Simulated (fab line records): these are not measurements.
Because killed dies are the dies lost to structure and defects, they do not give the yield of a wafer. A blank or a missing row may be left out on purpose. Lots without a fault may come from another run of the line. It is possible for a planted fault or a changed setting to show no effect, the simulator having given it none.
Chamber matching || flow n5_finfet || rie_diel-03 running N5_SD_EPI_N_ETCH_35: 4 sister chambers
The step etches SOC in N2/H2, overetch 108 nm, time 486 s. 16 wafers are shown with their chamber, then 8 later ones without.

WAFERS, EACH WITH ITS CHAMBER
{"wafer": "L743.1", "chamber": 3, "showerhead_plenum_p_Torr (Torr)": 2.66, "drypump_motor_current_A (A)": 5.3, "throttle_valve_pct (%)": 23.99}
{"wafer": "L743.3", "chamber": 2, "showerhead_plenum_p_Torr (Torr)": 2.65, "drypump_motor_current_A (A)": 5.3, "throttle_valve_pct (%)": 23.76}
{"wafer": "L743.6", "chamber": 1, "showerhead_plenum_p_Torr (Torr)": 2.59, "drypump_motor_current_A (A)": 5.4, "throttle_valve_pct (%)": 23.88}
{"wafer": "L744.3", "chamber": 2, "showerhead_plenum_p_Torr (Torr)": 2.65, "drypump_motor_current_A (A)": 5.3, "throttle_valve_pct (%)": 23.76}
{"wafer": "L744.4", "chamber": 3, "showerhead_plenum_p_Torr (Torr)": 2.66, "drypump_motor_current_A (A)": 5.2, "throttle_valve_pct (%)": 23.99}
{"wafer": "L744.6", "chamber": 2, "showerhead_plenum_p_Torr (Torr)": 2.65, "drypump_motor_current_A (A)": 5.3, "throttle_valve_pct (%)": 23.76}
{"wafer": "L745.1", "chamber": 2, "showerhead_plenum_p_Torr (Torr)": 2.65, "drypump_motor_current_A (A)": 5.3, "throttle_valve_pct (%)": 23.75}
{"wafer": "L745.2", "chamber": 1, "showerhead_plenum_p_Torr (Torr)": 2.59, "drypump_motor_current_A (A)": 5.3, "throttle_valve_pct (%)": 23.90}
{"wafer": "L745.6", "chamber": 2, "showerhead_plenum_p_Torr (Torr)": 2.65, "drypump_motor_current_A (A)": 5.3, "throttle_valve_pct (%)": 23.76}
{"wafer": "L747.1", "chamber": 2, "showerhead_plenum_p_Torr (Torr)": 2.65, "drypump_motor_current_A (A)": 5.3, "throttle_valve_pct (%)": 23.77}
{"wafer": "L747.4", "chamber": 3, "showerhead_plenum_p_Torr (Torr)": 2.66, "drypump_motor_current_A (A)": 5.3, "throttle_valve_pct (%)": 23.98}
{"wafer": "L747.5", "chamber": 2, "showerhead_plenum_p_Torr (Torr)": 2.65, "drypump_motor_current_A (A)": 5.3, "throttle_valve_pct (%)": 23.77}
{"wafer": "L750.1", "chamber": 1, "showerhead_plenum_p_Torr (Torr)": 2.59, "drypump_motor_current_A (A)": 5.3, "throttle_valve_pct (%)": 23.58}
{"wafer": "L750.4", "chamber": 0, "showerhead_plenum_p_Torr (Torr)": 2.70, "drypump_motor_current_A (A)": 5.9, "throttle_valve_pct (%)": 23.60}
{"wafer": "L750.5", "chamber": 1, "showerhead_plenum_p_Torr (Torr)": 2.59, "drypump_motor_current_A (A)": 5.3, "throttle_valve_pct (%)": 23.57}
{"wafer": "L752.1", "chamber": 2, "showerhead_plenum_p_Torr (Torr)": 2.64, "drypump_motor_current_A (A)": 5.3, "throttle_valve_pct (%)": 23.80}

SIGNATURES (averages over the wafers above)
{"reading": "showerhead_plenum_p_Torr", "chamber 0": 2.7000, "chamber 1": 2.5900, "chamber 2": 2.6487, "chamber 3": 2.6600, "scatter within a chamber": 0.0027}
{"reading": "drypump_motor_current_A", "chamber 0": 5.900, "chamber 1": 5.325, "chamber 2": 5.300, "chamber 3": 5.267, "scatter within a chamber": 0.0344}
{"reading": "throttle_valve_pct", "chamber 0": 23.6000, "chamber 1": 23.7325, "chamber 2": 23.7662, "chamber 3": 23.9867, "scatter within a chamber": 0.0918}
Rule: for a wafer and a chamber, the distance is found by dividing, reading by reading, the gap between the wafer's reading and the chamber's mean by the reading's scatter, squaring, summing and taking the root. If the next closest chamber is less than 2 further off than the closest, the wafer can't be placed; otherwise it belongs to the closest. The scatter is the square root of a quotient: the sum, over the shown wafers, of each reading's squared deviation from its chamber's mean, divided by wafers minus chambers.

WAFERS WHOSE CHAMBER IS MISSING
{"wafer": "L752.3", "showerhead_plenum_p_Torr (Torr)": 2.58, "drypump_motor_current_A (A)": 5.3, "throttle_valve_pct (%)": 23.56}
{"wafer": "L752.6", "showerhead_plenum_p_Torr (Torr)": 2.58, "drypump_motor_current_A (A)": 5.4, "throttle_valve_pct (%)": 23.57}
{"wafer": "L759.1", "showerhead_plenum_p_Torr (Torr)": 2.63, "drypump_motor_current_A (A)": 5.3, "throttle_valve_pct (%)": 23.82}
{"wafer": "L759.5", "showerhead_plenum_p_Torr (Torr)": 2.58, "drypump_motor_current_A (A)": 5.3, "throttle_valve_pct (%)": 23.59}
{"wafer": "L761.1", "showerhead_plenum_p_Torr (Torr)": 2.63, "drypump_motor_current_A (A)": 5.3, "throttle_valve_pct (%)": 23.83}
{"wafer": "L761.5", "showerhead_plenum_p_Torr (Torr)": 2.57, "drypump_motor_current_A (A)": 5.3, "throttle_valve_pct (%)": 23.60}
{"wafer": "L762.1", "showerhead_plenum_p_Torr (Torr)": 2.70, "drypump_motor_current_A (A)": 5.9, "throttle_valve_pct (%)": 23.61}
{"wafer": "L762.2", "showerhead_plenum_p_Torr (Torr)": 2.63, "drypump_motor_current_A (A)": 5.3, "throttle_valve_pct (%)": 23.83}

WHICH CHAMBER EACH ONE RAN IN
{"wafer": "L752.3", "from the rows above": 1, "in truth": 1}
{"wafer": "L752.6", "from the rows above": 1, "in truth": 1}
{"wafer": "L759.1", "from the rows above": 2, "in truth": 2}
{"wafer": "L759.5", "from the rows above": 1, "in truth": 1}
{"wafer": "L761.1", "from the rows above": 2, "in truth": 2}
{"wafer": "L761.5", "from the rows above": 1, "in truth": 1}
{"wafer": "L762.1", "from the rows above": 0, "in truth": 0}
{"wafer": "L762.2", "from the rows above": 2, "in truth": 2}
Placed correctly: 8 of 8. From these rows, 0 cannot be placed. Placed wrongly: 0.
